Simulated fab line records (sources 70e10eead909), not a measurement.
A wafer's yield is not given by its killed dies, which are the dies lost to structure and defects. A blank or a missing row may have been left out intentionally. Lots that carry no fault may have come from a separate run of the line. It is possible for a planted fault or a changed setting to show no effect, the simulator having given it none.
fab line records -- flow nandHarc
record lots=12, wafers=35, lastDay=24
route steps=1159 shown P_BONDPAD@353 END@1159
lots untouched by any fault: they come from a run of this same line in which no faults occurred
startH: start of the lot's first displayed wafer, in hours after the record's first day -- waitH: hours from the lot's prior step to this one -- " as in the row above -- L1.1+2: a single row standing in for several wafers -- - no value, or no start was given -- * or withheld: withheld -- < > ~ a bound
route shown NAME@n: a module of which the file shows steps, and the number in the route of the first -- usual: mean/standard deviation of fault-free wafers -- same: alike in all rows -- chamber/n: place in a boat -- sites: the reading at each site -- _std_site: the values' standard deviation -- _edge_site: the outer-site mean with the inner-site mean subtracted -- radiusMm: how far each site lies from the wafer's centre -- mask NAME#n: copy n -- behind: the tool/chamber that last shaped the wafer -- hold: the reason the lot was held/the length of the hold in hours/how it ended -- device: whichever transistor did not switch (one of n, p or np) -- end of line: the same wafers' tests at the end of the route -- step lacking rows: just its recipe -- killed: dies that structure and defects cost at the first sort, which is not the same as the wafer's yield -- map: the dies of a wafer, with x for killed, . for not killed, _ for no die there
set.NAME: setting as actually run; set.NAME@STEP: the setting as run at that earlier step -- model.NAME: the simulator's own value behind a step, which no gauge read
the route's steps for a sample of lots (tables are steps, rows are wafers)
services: from which hour (startH, from the record's first day; less than 0 if before it) a tool's chamber was out of use, for how many hours, and why
## steps
# step NHARC_P_BONDPAD_THK_MEAS_33
# recipe thkMeasGauge=ellipsometry
# usual thkNm=200.5/1.4
lot.wafer,tool,chamber,startH,waitH,thkNm
L945.1,filmMetro-01,-,140.41,0.2,200.0
L945.2,filmMetro-01,-,140.41,0.2,201.1
L945.4,filmMetro-01,-,140.41,0.2,201.3
L946.1,filmMetro-02,-,145.69,0.2,203.5
L946.5,filmMetro-02,-,145.69,0.2,200.4
L946.6,filmMetro-02,-,145.69,0.2,199.5
L947.1,filmMetro-02,-,146.58,0.2,201.9
L947.3,filmMetro-02,-,146.58,0.2,200.1
L947.6,filmMetro-02,-,146.58,0.2,201.6
L949.1,filmMetro-02,-,154.36,0.2,200.9
L949.4,filmMetro-02,-,154.36,0.2,199.1
L949.6,filmMetro-02,-,154.36,0.2,202.2
L951.2,filmMetro-02,-,169.43,0.2,200.2
L951.3,filmMetro-02,-,169.43,0.2,202.0
L958.3,filmMetro-01,-,211.96,0.2,200.6
L958.5,filmMetro-01,-,211.96,0.2,201.8
L958.6,filmMetro-01,-,211.96,0.2,200.2
L959.1,filmMetro-01,-,225.76,0.2,201.0
L959.3,filmMetro-01,-,225.76,0.2,202.1
L959.6,filmMetro-01,-,225.76,0.2,198.9
L960.1,filmMetro-02,-,232.62,0.2,199.6
L960.2,filmMetro-02,-,232.62,0.2,198.8
L960.6,filmMetro-02,-,232.62,0.2,200.1
L963.4,filmMetro-02,-,235.14,0.2,198.9
L963.5,filmMetro-02,-,235.14,0.2,200.4
L963.6,filmMetro-02,-,235.14,0.2,202.0
L964.3,filmMetro-01,-,256.50,0.2,201.8
L964.4,filmMetro-01,-,256.50,0.2,199.0
L964.5,filmMetro-01,-,256.50,0.2,197.2
L965.1,filmMetro-02,-,256.69,0.2,204.3
L965.2,filmMetro-02,-,256.69,0.2,199.9
L965.4,filmMetro-02,-,256.69,0.2,202.4
L967.1,filmMetro-02,-,266.72,0.2,198.3
L967.5,filmMetro-02,-,266.72,0.2,198.9
L967.6,filmMetro-02,-,266.72,0.2,199.3
# step NHARC_P_BONDPAD_ETCH_12
# recipe targetDepthA=2000, timeS=100, chf3FlowSccm=50, o2FlowSccm=10, arFlowSccm=200, rfW=500, biasW=200, chemistry=CHF3/O2
# usual drypumpMotorCurrentA=5.8/0.53, oesProductAu=0.941/0.022, rfVppV=370.3/2.5, showerheadPlenumPTorr=2.39/0.11, throttleValvePct=20.572/0.0083
# same timeS=100
lot.wafer,tool,chamber,startH,waitH,drypumpMotorCurrentA,oesProductAu,rfHoursCounterH,rfVppV,showerheadPlenumPTorr,throttleValvePct
L945.2,rieDiel-12,1,-,-,6.0,0.921,42,369.5,2.37,20.572
L945.1,rieDiel-12,2,-,-,5.5,0.920,42,374.9,2.58,20.560
L945.4,rieDiel-12,3,-,-,5.2,0.924,42,373.7,2.55,20.572
L946.1,rieDiel-11,0,-,-,6.5,0.938,12,367.9,2.29,20.570
L946.6,rieDiel-11,0,-,-,6.5,0.938,-,367.8,2.29,20.565
L946.5,rieDiel-11,1,-,-,5.0,0.917,-,374.2,2.53,20.579
L947.1,rieDiel-08,2,-,-,5.5,0.961,5,373.1,2.54,20.570
L947.3,rieDiel-08,3,-,-,6.1,0.975,4,371.4,2.51,20.569
L947.6,rieDiel-08,2,-,-,5.5,0.952,-,372.9,2.55,20.576
L949.1,rieDiel-11,1,-,-,5.0,0.912,13,372.2,2.53,20.575
L949.4,rieDiel-11,2,-,-,5.8,0.938,13,369.0,2.37,20.573
L949.6,rieDiel-11,0,-,-,6.5,0.935,-,367.6,2.29,20.572
L951.2,rieDiel-11,3,-,-,6.2,0.917,15,368.0,2.28,20.574
L951.3,rieDiel-11,0,-,-,6.4,0.941,15,368.9,2.29,20.577
L958.3,rieDiel-08,1,-,-,5.7,0.923,25,374.8,2.55,20.579
L958.5,rieDiel-08,3,-,-,6.2,0.930,-,371.8,2.50,20.572
L958.6,rieDiel-08,0,-,-,5.2,0.937,-,370.0,2.37,20.597
L959.1,rieDiel-11,2,-,-,5.8,0.925,3,370.2,2.37,20.578
L959.3,rieDiel-11,3,-,-,6.2,0.922,3,368.0,2.28,20.560
L959.6,rieDiel-11,2,-,-,5.8,0.915,-,371.2,2.37,20.574
L960.2,rieDiel-11,3,-,-,6.2,0.923,3,367.5,2.28,20.575
L960.1,rieDiel-11,0,-,-,6.4,0.945,3,369.5,2.29,20.568
L960.6,rieDiel-11,2,-,-,5.8,0.916,-,369.7,2.37,20.566
L963.4,rieDiel-11,1,-,-,5.0,0.927,3,373.7,2.53,20.578
L963.5,rieDiel-11,0,-,-,6.5,0.942,-,367.1,2.29,20.566
L963.6,rieDiel-11,1,-,-,5.0,0.920,-,373.4,2.53,20.577
L964.3,rieDiel-11,2,-,-,5.9,0.910,6,369.7,2.37,20.570
L964.4,rieDiel-11,3,-,-,6.2,0.915,5,367.4,2.28,20.579
L964.5,rieDiel-11,2,-,-,5.9,0.910,-,369.9,2.37,20.577
L965.1,rieDiel-11,3,-,-,6.3,0.942,5,367.6,2.28,20.571
L965.2,rieDiel-11,0,-,-,6.5,0.974,5,366.6,2.29,20.577
L965.4,rieDiel-11,2,-,-,5.8,0.918,6,370.3,2.37,20.573
L967.1,rieDiel-11,3,-,-,6.2,0.959,6,365.9,2.28,20.570
L967.5,rieDiel-11,3,-,-,6.2,0.953,-,369.2,2.28,20.591
L967.6,rieDiel-11,0,-,-,6.4,1.000,-,368.3,2.29,20.580
# step NHARC_P_BONDPAD_PVD_17
# recipe targetThkA=50, biasV=168.6, powerW=15000, chamberPressurePa=0.12, timeS=8.06, substrateTempC=50, material=TaN
# usual throttleValvePct=30.3/1, timeS=8.06/0
lot.wafer,tool,chamber,startH,waitH,throttleValvePct,timeS
L945.2,pvdSputter-02,-,142.32,-,31.4,8.06
L945.4,pvdSputter-02,-,142.32,-,29.9,8.06
L945.1,pvdSputter-02,-,142.32,-,30.6,8.06
L946.1,pvdSputter-02,-,147.41,-,30.7,8.06
L946.5,pvdSputter-02,-,147.41,-,30.0,8.06
L946.6,pvdSputter-02,-,147.41,-,30.7,8.06
L947.1,pvdSputter-01,-,148.42,-,29.7,8.06
L947.3,pvdSputter-01,-,148.42,-,31.8,8.06
L947.6,pvdSputter-01,-,148.42,-,29.6,8.06
L949.1,pvdSputter-02,-,156.27,-,31.3,8.06
L949.4,pvdSputter-02,-,156.27,-,30.9,5.7376
L949.6,pvdSputter-02,-,156.27,-,31.0,8.06
L951.2,pvdSputter-02,-,171.16,-,31.5,8.06
L951.3,pvdSputter-02,-,171.16,-,30.0,8.06
L958.3,pvdSputter-03,-,213.67,-,29.7,8.06
L958.5,pvdSputter-03,-,213.67,-,29.5,8.06
L958.6,pvdSputter-03,-,213.67,-,30.7,8.06
L959.1,pvdSputter-01,-,227.61,-,30.4,8.06
L959.3,pvdSputter-01,-,227.61,-,27.7,8.06
L959.6,pvdSputter-01,-,227.61,-,30.3,8.06
L960.2,pvdSputter-02,-,234.46,-,31.1,8.06
L960.1,pvdSputter-02,-,234.46,-,31.6,8.06
L960.6,pvdSputter-02,-,234.46,-,31.0,8.06
L963.4,pvdSputter-02,-,237.05,-,30.8,8.06
L963.5,pvdSputter-02,-,237.05,-,31.5,8.06
L963.6,pvdSputter-02,-,237.05,-,30.7,8.06
L964.3,pvdSputter-01,-,258.22,-,30.8,8.06
L964.4,pvdSputter-01,-,258.22,-,30.3,8.06
L964.5,pvdSputter-01,-,258.22,-,31.2,8.06
L965.1,pvdSputter-03,-,258.62,-,30.8,8.06
L965.4,pvdSputter-03,-,258.62,-,29.4,8.06
L965.2,pvdSputter-03,-,258.62,-,29.5,8.06
L967.1,pvdSputter-02,-,268.51,-,30.4,8.06
L967.6,pvdSputter-02,-,268.51,-,31.2,8.06
L967.5,pvdSputter-02,-,268.51,-,30.8,8.06
# step NHARC_P_BONDPAD_THK_MEAS_20
# recipe thkMeasGauge=xrf
# usual thkNm=161.0/1.6
lot.wafer,tool,chamber,startH,waitH,thkNm
L945.1,filmMetro-01,-,143.61,-,156.8
L945.2,filmMetro-01,-,143.61,-,161.3
L945.4,filmMetro-01,-,143.61,-,161.5
L946.1,filmMetro-02,-,148.69,-,160.8
L946.5,filmMetro-02,-,148.69,-,160.2
L946.6,filmMetro-02,-,148.69,-,159.6
L947.1,filmMetro-02,-,150.06,-,159.8
L947.3,filmMetro-02,-,150.06,-,159.9
L947.6,filmMetro-02,-,150.06,-,158.2
L949.1,filmMetro-01,-,157.56,-,159.5
L949.4,filmMetro-01,-,157.56,-,162.8
L949.6,filmMetro-01,-,157.56,-,160.3
L951.2,filmMetro-01,-,172.50,-,160.1
L951.3,filmMetro-01,-,172.50,-,160.1
L958.3,filmMetro-02,-,214.98,-,162.4
L958.5,filmMetro-02,-,214.98,-,161.4
L958.6,filmMetro-02,-,214.98,-,158.5
L959.1,filmMetro-02,-,228.90,-,163.0
L959.3,filmMetro-02,-,228.90,-,160.0
L959.6,filmMetro-02,-,228.90,-,159.2
L960.1,filmMetro-01,-,235.75,-,161.7
L960.2,filmMetro-01,-,235.75,-,161.4
L960.6,filmMetro-01,-,235.75,-,163.8
L963.4,filmMetro-01,-,238.31,-,162.2
L963.5,filmMetro-01,-,238.31,-,160.3
L963.6,filmMetro-01,-,238.31,-,157.5
L964.3,filmMetro-02,-,259.53,-,161.3
L964.4,filmMetro-02,-,259.53,-,158.7
L964.5,filmMetro-02,-,259.53,-,163.4
L965.1,filmMetro-01,-,259.93,-,160.1
L965.2,filmMetro-01,-,259.93,-,159.1
L965.4,filmMetro-01,-,259.93,-,158.7
L967.1,filmMetro-02,-,269.85,-,159.9
L967.5,filmMetro-02,-,269.85,-,159.3
L967.6,filmMetro-02,-,269.85,-,161.1
# step NHARC_END_SORT_01
# recipe tempC=25
# usual defectLimitedYield=95.3/1.3, killedAtArray=28/8.6, killedAtOther=0.7/1.2, killedAtPeriphery=3.1/2.3, killedDies=32/8.7, killedOpen=3.2/1.7, killedShort=2.0/1.5, sort_bin_2_pct=1.5/0.58, sort_bin_3_pct=0.28/0.22, sort_bin_4_pct=3.0/0.86, sortNPass=645/8.7, sortRimYieldPct=97.8/1.4, sortYieldPct=95.3/1.3
# same grossDies=677, sort_bin_5_pct[%]=0, sort_bin_6_pct[%]=0, sort_bin_7_pct[%]=0, sort_bin_8_pct[%]=0, sortRimNGross=106.00
lot.wafer,tool,chamber,startH,waitH,defectLimitedYield[%],killedAtArray,killedAtOther,killedAtPeriphery,killedDies,killedOpen,killedShort,sort_bin_2_pct[%],sort_bin_3_pct[%],sort_bin_4_pct[%],sortNPass,sortRimYieldPct[%],sortYieldPct[%]
L958.3,prober-02,0,508.87,3.1,96.5,21,1,2,24,5,2,0.9,0,2.7,653,99.1,96.5
L958.5,prober-02,0,510.47,3.7,95.4,28,1,2,31,1,3,1.5,0.15,3.0,646,97.2,95.4
L958.6,prober-02,0,511.26,4.0,95.9,25,1,2,28,5,3,1.3,0.15,2.7,649,97.2,95.9
L964.3,prober-01,0,572.19,3.1,95.7,27,0,2,29,3,1,1.2,0.30,2.8,648,99.1,95.7
L964.4,prober-01,0,572.99,3.4,95.3,28,0,4,32,2,2,1.0,0.15,3.5,645,97.2,95.3
L964.5,prober-01,0,573.80,3.7,95.1,31,0,2,33,3,1,1.8,0.30,2.8,644,99.1,95.1
# killed by level:class
L958.3 A_CHANNEL_HOLE_D1:chamberFilmFlake=14 A_CONTACT:chamberFilmFlake=2 P_ZERO_WELL:geometricParticle:short=1 P_CONTACT:geometricParticle:open=1 A_CHANNEL_HOLE_D1:geometricParticle:open=1 A_WL_FILL:geometricParticle:short=1 A_CONTACT:geometricParticle:open=1 A_BLC:geometricParticle:open=1
L958.5 A_CHANNEL_HOLE_D1:chamberFilmFlake=20 A_CONTACT:chamberFilmFlake=4 P_CONTACT:geometricParticle:short=1 A_SGD_CUT:geometricParticle:open=1 A_WL_FILL:geometricParticle:short=1 P_STI:chamberFilmFlake=1 STARTING-WAFER:geometricParticle:short=1 A_ZERO_WELL:chamberFilmFlake=1
L958.6 A_CHANNEL_HOLE_D1:chamberFilmFlake=16 A_CHANNEL_FILL_D1:geometricParticle:open=2 A_CHANNEL_FILL_D1:geometricParticle:short=2 A_M0:geometricParticle:open=2 A_CONTACT:chamberFilmFlake=2 P_GATE:geometricParticle:short=1 A_ONON_D1:geometricParticle:open=1 P_ZERO_WELL:chamberFilmFlake=1
L964.3 A_CHANNEL_HOLE_D1:chamberFilmFlake=17 A_STAIRCASE:chamberFilmFlake=4 A_CONTACT:geometricParticle:open=2 P_M0:geometricParticle:open=1 A_SGD_CUT:geometricParticle:short=1 P_ZERO_WELL:chamberFilmFlake=1 A_SLIT:chamberFilmFlake=1 A_CONTACT:chamberFilmFlake=1
L964.4 A_CHANNEL_HOLE_D1:chamberFilmFlake=23 P_GATE:chamberFilmFlake=3 A_ONON_D1:geometricParticle:open=1 A_CHANNEL_HOLE_D1:geometricParticle:short=1 A_WL_FILL:geometricParticle:short=1 A_CONTACT:geometricParticle:open=1 P_ZERO_WELL:chamberFilmFlake=1 A_STAIRCASE:chamberFilmFlake=1
L964.5 A_CHANNEL_HOLE_D1:chamberFilmFlake=24 A_STAIRCASE:chamberFilmFlake=2 P_M1:geometricParticle:open=1 A_ONON_D1:geometricParticle:open=1 A_SLIT:geometricParticle:short=1 A_M0:geometricParticle:open=1 P_GATE:chamberFilmFlake=1 A_SLIT:chamberFilmFlake=1
## services
tool,chamber,startH,hours,kind
rieDiel-11,0,119.59,-,clean
rieDiel-11,1,119.59,-,clean
rieDiel-11,2,119.59,-,clean
rieDiel-11,3,119.59,-,clean
rieDiel-08,-,124.82,9.0,pm
pvdSputter-02,-,125.49,1.7,repair
rieDiel-08,1,137.29,2.1,repair
pvdSputter-01,-,137.52,0.8,repair
rieDiel-11,0,144.09,-,clean
rieDiel-11,1,144.09,-,clean
rieDiel-11,2,144.09,-,clean
rieDiel-11,3,144.09,-,clean
pvdSputter-01,-,158.09,10.0,pm
rieDiel-11,1,162.50,7.7,repair
rieDiel-08,1,174.15,12.8,repair
rieDiel-11,-,189.50,9.0,pm
pvdSputter-03,-,194.66,1.5,repair
pvdSputter-03,-,199.85,2.3,repair
rieDiel-12,-,202.44,9.0,pm
rieDiel-11,3,203.84,4.4,repair
pvdSputter-02,-,214.00,10.0,pm
rieDiel-12,1,235.84,2.4,repair
rieDiel-11,0,237.25,3.6,repair
rieDiel-12,0,245.72,8.6,repair
## key
firstSign step=NHARC_P_BONDPAD_PVD_17, reading=timeS, direction=down, sigmas=99+, usual=*, struck=*
effect none on later readings
metAt NHARC_P_BONDPAD_PVD_17
struckLots L949
struckWafers L949.4
notActingAt NHARC_P_BONDPAD_THK_MEAS_33,NHARC_P_BONDPAD_ETCH_12,NHARC_P_BONDPAD_THK_MEAS_20
onsetBetween 147.41 156.27
fault kind=processParameterDrift, tool=pvdSputter-02, chamber=-, onsetH=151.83, steps=NHARC_P_BONDPAD_PVD_17, channel=timeS, offset=*, shape=step, endH=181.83, scope=struckWafersOnly, actsIn=*, stated=*
